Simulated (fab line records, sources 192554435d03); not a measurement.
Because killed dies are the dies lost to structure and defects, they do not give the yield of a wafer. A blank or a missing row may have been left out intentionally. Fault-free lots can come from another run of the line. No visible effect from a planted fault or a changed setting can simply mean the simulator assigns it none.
The tool behind it: which one?	flow n5-finfet	24 lots, 72 wafers sampled, at 6 steps of a route of 1938

== WHAT THE GAUGES READ, wafer by wafer ==
N5_FIN_CUT_CD_MEAS_08: target cd 29.1 nm. Usual: cd-nm 29.04 nm, standard deviation 0.23.
lot	measured	on	cd-nm (nm)	flag
L074	day 2 06:54	cd-sem-01	29.30 28.98 29.33	
L075	day 2 09:38	cd-sem-02	28.99 29.23 29.39	
L076	day 2 16:34	cd-sem-01	29.11 28.88 29.58	
L077	day 3 04:25	cd-sem-01	28.70 29.08 28.72	
L078	day 3 04:47	cd-sem-01	28.92 28.90 29.08	
L079	day 3 12:13	cd-sem-02	29.33 29.06 29.25	
L080	day 3 18:21	cd-sem-01	29.01 28.82 28.54	
L081	day 3 22:14	cd-sem-01	29.25 28.91 28.88	
L082	day 4 03:37	cd-sem-02	28.62 28.95 29.16	
L083	day 4 10:49	cd-sem-02	28.75 29.11 29.13	
L084	day 4 18:29	cd-sem-02	28.89 28.96 29.01	
L085	day 4 20:41	cd-sem-01	28.78 29.15 28.95	
L086	day 5 04:55	cd-sem-02	28.74 28.96 29.07	
L087	day 5 08:26	cd-sem-01	28.48 28.91 29.10	
L088	day 5 15:01	cd-sem-01	29.12 29.20 29.26	
L089	day 5 21:45	cd-sem-01	28.64 29.46 28.59	
L090	day 6 02:40	cd-sem-02	29.04 28.96 28.89	
L091	day 6 09:44	cd-sem-01	28.75 29.04 28.74	
L092	day 6 15:28	cd-sem-01	29.20 28.60 28.78	
L093	day 6 21:53	cd-sem-01	29.56 29.27 29.08	
L094	day 7 02:40	cd-sem-01	28.90 28.94 29.02	
L095	day 7 09:38	cd-sem-02	29.39 29.43 29.19	
L096	day 7 15:58	cd-sem-01	29.27 29.14 28.77	
L097	day 7 20:28	cd-sem-01	29.27 28.92 29.09	

N5_DUMMY_GATE_THK_MEAS_05. Usual: thk-nm 72.1 nm, standard deviation 0.88.
lot	measured	on	thk-nm (nm)	flag
L074	day 2 23:40	film-metro-01	72.5 72.1 72.2	
L075	day 3 01:19	film-metro-02	71.2 72.1 71.8	
L076	day 3 08:40	film-metro-02	72.0 73.2 72.2	
L077	day 3 19:35	film-metro-02	72.8 71.7 72.2	
L078	day 3 19:48	film-metro-02	72.1 71.3 71.8	
L079	day 4 05:33	film-metro-02	72.0 73.1 71.8	
L080	day 4 08:28	film-metro-02	71.2 70.9 71.0	
L081	day 4 13:29	film-metro-01	72.1 72.4 71.1	
L082	day 4 17:35	film-metro-01	72.2 72.4 71.9	
L083	day 5 03:41	film-metro-02	72.7 73.6 72.2	
L084	day 5 09:52	film-metro-02	71.4 72.7 71.2	
L085	day 5 11:37	film-metro-01	72.2 73.9 72.4	
L086	day 5 19:24	film-metro-02	72.0 71.1 72.4	
L087	day 5 22:51	film-metro-01	71.4 71.6 72.6	
L088	day 6 05:25	film-metro-02	72.2 71.6 72.8	
L089	day 6 12:22	film-metro-01	71.3 71.9 71.8	
L090	day 6 17:10	film-metro-02	71.0 72.6 72.7	
L091	day 7 00:01	film-metro-01	71.2 73.5 71.0	
L092	day 7 05:42	film-metro-01	73.2 73.1 73.9	
L093	day 7 13:43	film-metro-02	72.9 72.5 72.8	
L094	day 7 18:25	film-metro-01	70.6 71.4 71.9	
L095	day 8 01:25	film-metro-01	71.3 72.0 72.2	
L096	day 8 07:01	film-metro-01	71.6 71.7 71.5	
L097	day 8 12:29	film-metro-01	73.0 71.8 71.8	

== WHAT TOOL EACH LOT RAN ON (gives the tool, then ch and the chambers of the sampled wafers, and finally the start) ==
lot	N5_FIN_SAQP_ETCH_52	N5_FIN_SAQP_ETCH_67	N5_FIN_SAQP_SPACER2_ETCHBACK_29	N5_STI_FIN_REVEAL_RECESS_09
L074	rie-diel-06 ch 1,2,3, day 1 22:56	rie-diel-06 ch 1,2, day 2 03:35	rie-diel-03 ch 1,2,3, day 2 05:34	vapor-etch-02 ch 0, day 2 15:07
L075	rie-diel-03 ch 0,1,3, day 2 04:13	rie-diel-03 ch 0,1,3, day 2 07:17	rie-diel-01 ch 0,1,3, day 2 08:31	vapor-etch-01 ch 0,1, day 2 17:23
L076	rie-diel-03 ch 1,2,3, day 2 11:08	rie-diel-06 ch 0,1,3, day 2 14:22	rie-diel-01 ch 0,1,3, day 2 15:29	vapor-etch-02 ch 0,1, day 3 01:41
L077	rie-diel-06 ch 1,2,3, day 2 21:57	rie-diel-06 ch 1,2, day 3 02:07	rie-diel-03 ch 0,1,3, day 3 03:12	vapor-etch-02 ch 0,1, day 3 12:29
L078	rie-diel-06 ch 0,2, day 2 23:44	rie-diel-06 ch 1,2,3, day 3 02:43	rie-diel-06 ch 0,2, day 3 03:25	vapor-etch-01 ch 0,1, day 3 12:50
L079	rie-diel-03 ch 0,1,2, day 3 04:52	rie-diel-06 ch 0,1,3, day 3 08:22	rie-diel-03 ch 0,1,2, day 3 10:40	vapor-etch-02 ch 0,1, day 3 22:31
L080	rie-diel-06 ch 0,2,3, day 3 12:24	rie-diel-06 ch 0,1,3, day 3 16:22	rie-diel-03 ch 1,2, day 3 17:04	vapor-etch-02 ch 0,1, day 4 01:29
L081	rie-diel-06 ch 0,3, day 3 16:55	rie-diel-03 ch 2,3, day 3 20:04	rie-diel-06 ch 0,2,3, day 3 20:43	vapor-etch-01 ch 0,1, day 4 05:54
L082	rie-diel-06 ch 0,1, day 3 22:55	rie-diel-01 ch 1,2, day 4 01:56	rie-diel-01 ch 1,2, day 4 02:31	vapor-etch-02 ch 0,1, day 4 10:37
L083	rie-diel-03 ch 2,3, day 4 05:28	rie-diel-06 ch 0,1,2, day 4 08:37	rie-diel-06 ch 0,2,3, day 4 09:43	vapor-etch-02 ch 0,1, day 4 17:49
L084	rie-diel-01 ch 1,2,3, day 4 12:57	rie-diel-03 ch 0,3, day 4 15:54	rie-diel-01 ch 1,2, day 4 17:24	vapor-etch-01 ch 0,1, day 5 02:53
L085	rie-diel-06 ch 0,1,2, day 4 15:21	rie-diel-03 ch 1,2, day 4 18:02	rie-diel-06 ch 1,2, day 4 19:26	vapor-etch-02 ch 0,1, day 5 04:16
L086	rie-diel-06 ch 0,1,2, day 4 22:44	rie-diel-03 ch 0,1,3, day 5 03:08	rie-diel-03 ch 1,2,3, day 5 03:43	vapor-etch-02 ch 0,1, day 5 11:53
L087	rie-diel-06 ch 1,2, day 5 03:58	rie-diel-03 ch 2,3, day 5 06:40	rie-diel-01 ch 0,1,3, day 5 07:14	vapor-etch-01 ch 0,1, day 5 16:23
L088	rie-diel-01 ch 0,1,2, day 5 09:47	rie-diel-03 ch 1,2,3, day 5 12:40	rie-diel-01 ch 0,1,2, day 5 13:49	vapor-etch-01 ch 0,1, day 5 22:15
L089	rie-diel-03 ch 0,2, day 5 16:40	rie-diel-01 ch 1,2,3, day 5 20:05	rie-diel-01 ch 1,3, day 5 20:40	vapor-etch-01 ch 0,1, day 6 05:24
L090	rie-diel-01 ch 0,1,2, day 5 21:39	rie-diel-06 ch 0,1, day 6 00:34	rie-diel-06 ch 0,2, day 6 01:08	vapor-etch-02 ch 0,1, day 6 10:12
L091	rie-diel-03 ch 0,3, day 6 05:02	rie-diel-01 ch 0,1,3, day 6 07:59	rie-diel-01 ch 0,1,3, day 6 08:35	vapor-etch-01 ch 0,1, day 6 16:59
L092	rie-diel-06 ch 0,3, day 6 10:12	rie-diel-03 ch 1,2, day 6 13:11	rie-diel-06 ch 0,1,3, day 6 14:15	vapor-etch-01 ch 0,1, day 6 22:32
L093	rie-diel-03 ch 1,2, day 6 16:59	rie-diel-03 ch 0,2, day 6 19:45	rie-diel-06 ch 0,1,3, day 6 20:41	vapor-etch-02 ch 0,1, day 7 04:55
L094	rie-diel-03 ch 2,3, day 6 22:07	rie-diel-06 ch 0,1,3, day 7 00:56	rie-diel-01 ch 0,1,2, day 7 01:32	vapor-etch-02 ch 0,1, day 7 09:38
L095	rie-diel-03 ch 0,1,2, day 7 05:00	rie-diel-01 ch 0,1, day 7 07:58	rie-diel-03 ch 1,2,3, day 7 08:32	vapor-etch-01 ch 0,1, day 7 17:06
L096	rie-diel-06 ch 0,2, day 7 11:15	rie-diel-03 ch 1,2,3, day 7 14:11	rie-diel-01 ch 0,2, day 7 14:46	vapor-etch-01 ch 0,1, day 7 23:42
L097	rie-diel-01 ch 0,1,2, day 7 15:58	rie-diel-01 ch 0,3, day 7 18:49	rie-diel-06 ch 0,3, day 7 19:23	vapor-etch-02 ch 0, day 8 03:41
- N5_FIN_SAQP_ETCH_52: etches SOC in N2/H2, target depth 100 nm, overetch 20 nm, time 150 s.
- N5_FIN_SAQP_ETCH_67: etches SiNx in CH3F/O2, target depth 30 nm.
- N5_FIN_SAQP_SPACER2_ETCHBACK_29: etches SiO2 in CHF3/O2, target depth 12.2 nm, time 6.1 s.
- N5_STI_FIN_REVEAL_RECESS_09: chemistry HF/NH3, target SiO2, afs cycles 11, target depth 42.5 nm, sublimation time 60 s.

== AS READ BY THE TOOLS THEMSELVES (means over the sampled wafers that have a number; for cases with no such wafer, the mark the record gives instead) ==
N5_FIN_SAQP_ETCH_52. Usual: drypump-motor-current-A 5.8 A, standard deviation 0.46; oes-product-au 0.72 a.u., standard deviation 0.061; rf-vpp-V 524.3 V, standard deviation 2.4; showerhead-plenum-p-Torr 2.56 Torr, standard deviation 0.087; throttle-valve-pct 17.86 %, standard deviation 0.24.
lot	tool	drypump-motor-current-A (A)	oes-product-au (a.u.)	rf-vpp-V (V)	showerhead-plenum-p-Torr (Torr)	throttle-valve-pct (%)	flag
L074	rie-diel-06	6.0	0.78	523.4	2.54	17.87	
L075	rie-diel-03	5.6	0.66	522.8	2.49	17.90	
L076	rie-diel-03	5.5	0.69	523.0	2.51	17.79	
L077	rie-diel-06	6.0	0.77	524.3	2.54	17.88	
L078	rie-diel-06	6.5	0.71	524.6	2.55	17.97	
L079	rie-diel-03	5.8	0.69	524.2	2.57	17.88	
L080	rie-diel-06	6.0	0.74	523.8	2.57	17.79	
L081	rie-diel-06	5.5	0.77	524.8	2.58	17.66	
L082	rie-diel-06	5.8	0.73	523.4	2.54	17.88	
L083	rie-diel-03	5.3	0.69	523.5	2.51	17.89	
L084	rie-diel-01	5.8	0.68	524.1	2.58	17.73	
L085	rie-diel-06	6.1	0.72	523.2	2.53	17.98	
L086	rie-diel-06	6.1	0.72	523.1	2.52	17.98	
L087	rie-diel-06	6.2	0.74	521.9	2.49	18.06	
L088	rie-diel-01	5.6	0.76	524.9	2.58	17.89	
L089	rie-diel-03	5.8	0.71	526.9	2.66	17.94	
L090	rie-diel-01	5.6	0.75	524.4	2.57	17.89	
L091	rie-diel-03	5.4	0.65	521.4	2.48	18.01	
L092	rie-diel-06	5.7	0.72	523.7	2.57	17.77	
L093	rie-diel-03	5.7	0.76	527.4	2.68	17.70	
L094	rie-diel-03	5.5	0.70	524.8	2.58	17.88	
L095	rie-diel-03	5.8	0.73	528.3	2.66	17.80	
L096	rie-diel-06	6.1	0.69	523.8	2.54	17.94	
L097	rie-diel-01	5.6	0.73	524.3	2.57	17.93	

N5_FIN_SAQP_ETCH_67. Usual: drypump-motor-current-A 5.7 A, standard deviation 0.41; mfc-ar-sccm 150.0 sccm, standard deviation 0.48; oes-product-au 0.82 a.u., standard deviation 0.081; rf-vpp-V 298.0 V, standard deviation 2.3; showerhead-plenum-p-Torr 2.02 Torr, standard deviation 0.069; throttle-valve-pct 16.39 %, standard deviation 0.24.
lot	tool	drypump-motor-current-A (A)	mfc-ar-sccm (sccm)	oes-product-au (a.u.)	rf-vpp-V (V)	showerhead-plenum-p-Torr (Torr)	throttle-valve-pct (%)	flag
L074	rie-diel-06	6.1	150.6	0.86	297.0	1.98	16.57	
L075	rie-diel-03	5.6	149.9	0.73	295.6	1.96	16.49	
L076	rie-diel-06	5.6	149.8	0.88	297.6	2.01	16.30	
L077	rie-diel-06	6.1	149.8	0.85	296.0	1.97	16.58	
L078	rie-diel-06	6.0	150.1	0.86	298.4	2.00	16.45	
L079	rie-diel-06	5.6	149.4	0.87	296.8	2.00	16.32	
L080	rie-diel-06	5.7	149.6	0.86	297.5	2.00	16.33	
L081	rie-diel-03	5.5	150.5	0.81	299.0	2.04	16.44	
L082	rie-diel-01	5.6	150.1	0.83	298.7	2.05	16.11	
L083	rie-diel-06	6.1	150.1	0.81	297.5	1.99	16.56	
L084	rie-diel-03	5.4	150.2	0.73	296.3	1.96	16.57	
L085	rie-diel-03	5.8	149.3	0.93	297.5	2.13	16.13	
L086	rie-diel-03	5.6	149.8	0.80	296.5	2.04	16.39	
L087	rie-diel-03	5.3	149.6	0.75	297.5	1.98	16.50	
L088	rie-diel-03	5.5	149.8	0.83	297.6	2.05	16.33	
L089	rie-diel-01	5.8	150.4	0.75	298.7	2.02	16.25	
L090	rie-diel-06	5.8	149.9	0.80	297.1	1.99	16.44	
L091	rie-diel-01	5.7	149.7	0.82	297.9	1.98	16.28	
L092	rie-diel-03	5.7	150.1	0.90	298.4	2.12	16.15	
L093	rie-diel-03	5.9	150.1	0.75	300.1	2.08	16.60	
L094	rie-diel-06	5.6	149.8	0.83	296.9	1.99	16.39	
L095	rie-diel-01	5.5	150.4	0.87	297.9	1.98	16.37	
L096	rie-diel-03	5.5	150.4	0.80	297.2	2.04	16.36	
L097	rie-diel-01	5.7	149.7	0.91	298.8	1.96	16.33	

N5_FIN_SAQP_SPACER2_ETCHBACK_29. Usual: drypump-motor-current-A 5.8 A, standard deviation 0.41; mfc-ar-sccm 200.0 sccm, standard deviation 0.63; oes-product-au 0.80 a.u., standard deviation 0.08; rf-vpp-V 525 V, standard deviation 3.9; showerhead-plenum-p-Torr 2.43 Torr, standard deviation 0.069; throttle-valve-pct 18.94 %, standard deviation 0.27.
lot	tool	drypump-motor-current-A (A)	mfc-ar-sccm (sccm)	oes-product-au (a.u.)	rf-vpp-V (V)	showerhead-plenum-p-Torr (Torr)	throttle-valve-pct (%)	flag
L074	rie-diel-03	5.5	200.6	0.78	522	2.38	18.94	
L075	rie-diel-01	5.7	199.6	0.74	525	2.40	18.91	
L076	rie-diel-01	5.7	200.5	0.74	524	2.40	18.92	
L077	rie-diel-03	5.6	199.8	0.73	521	2.37	19.02	
L078	rie-diel-06	6.1	199.9	0.80	525	2.43	19.03	
L079	rie-diel-03	5.8	199.5	0.76	524	2.44	19.01	
L080	rie-diel-03	5.7	200.0	0.80	525	2.45	18.95	
L081	rie-diel-06	6.0	199.8	0.83	527	2.43	18.97	
L082	rie-diel-01	5.7	200.3	0.83	525	2.46	18.65	
L083	rie-diel-06	6.0	200.1	0.83	526	2.43	18.99	
L084	rie-diel-01	5.6	199.6	0.82	525	2.46	18.66	
L085	rie-diel-06	6.5	200.2	0.80	526	2.40	19.25	
L086	rie-diel-03	5.5	200.3	0.84	523	2.47	18.86	
L087	rie-diel-01	5.7	200.3	0.83	524	2.40	18.80	
L088	rie-diel-01	5.6	200.8	0.85	526	2.44	18.89	
L089	rie-diel-01	5.7	199.9	0.78	524	2.42	18.59	
L090	rie-diel-06	6.5	199.6	0.77	527	2.42	19.22	
L091	rie-diel-01	5.7	199.1	0.81	523	2.39	18.82	
L092	rie-diel-06	5.6	199.5	0.83	524	2.40	18.94	
L093	rie-diel-06	5.7	199.7	0.82	525	2.40	18.94	
L094	rie-diel-01	5.6	200.5	0.83	526	2.43	18.90	
L095	rie-diel-03	5.5	200.1	0.80	524	2.46	18.90	
L096	rie-diel-01	5.6	200.1	0.84	528	2.41	19.15	
L097	rie-diel-06	5.5	200.3	0.82	527	2.43	18.82	

N5_STI_FIN_REVEAL_RECESS_09. Usual: drypump-motor-current-A 5.9 A, standard deviation 0.51.
lot	tool	drypump-motor-current-A (A)	flag
L074	vapor-etch-02	5.2	
L075	vapor-etch-01	6.4	
L076	vapor-etch-02	5.7	
L077	vapor-etch-02	5.5	
L078	vapor-etch-01	6.4	
L079	vapor-etch-02	5.5	
L080	vapor-etch-02	5.5	
L081	vapor-etch-01	6.4	
L082	vapor-etch-02	5.7	
L083	vapor-etch-02	5.5	
L084	vapor-etch-01	6.3	
L085	vapor-etch-02	5.5	
L086	vapor-etch-02	5.5	
L087	vapor-etch-01	6.4	
L088	vapor-etch-01	6.4	
L089	vapor-etch-01	6.4	
L090	vapor-etch-02	5.7	
L091	vapor-etch-01	6.4	
L092	vapor-etch-01	6.4	
L093	vapor-etch-02	5.8	
L094	vapor-etch-02	5.7	
L095	vapor-etch-01	6.4	
L096	vapor-etch-01	6.4	
L097	vapor-etch-02	5.2	

== THE ANSWER, worked out from the rows above alone ==
Rule: take the mean of a lot's wafers that have a number; if it is more than 3 standard deviations from the usual mean, the lot is off. A lot without any number at a reading at which 4 lots or more have one is off too. Any other lot the step has rows for is counted as sound. After the gauges, taken in route order, come the tools' own readings; for these a lot's mean is taken, as printed above. At the first step where some lot is off, the reading lying furthest off is the one used; lots without a number count as furthest.
Nothing can be told from this: no lot is off at any reading shown.

== WHAT THE SIMULATOR HAD PUT IN ==
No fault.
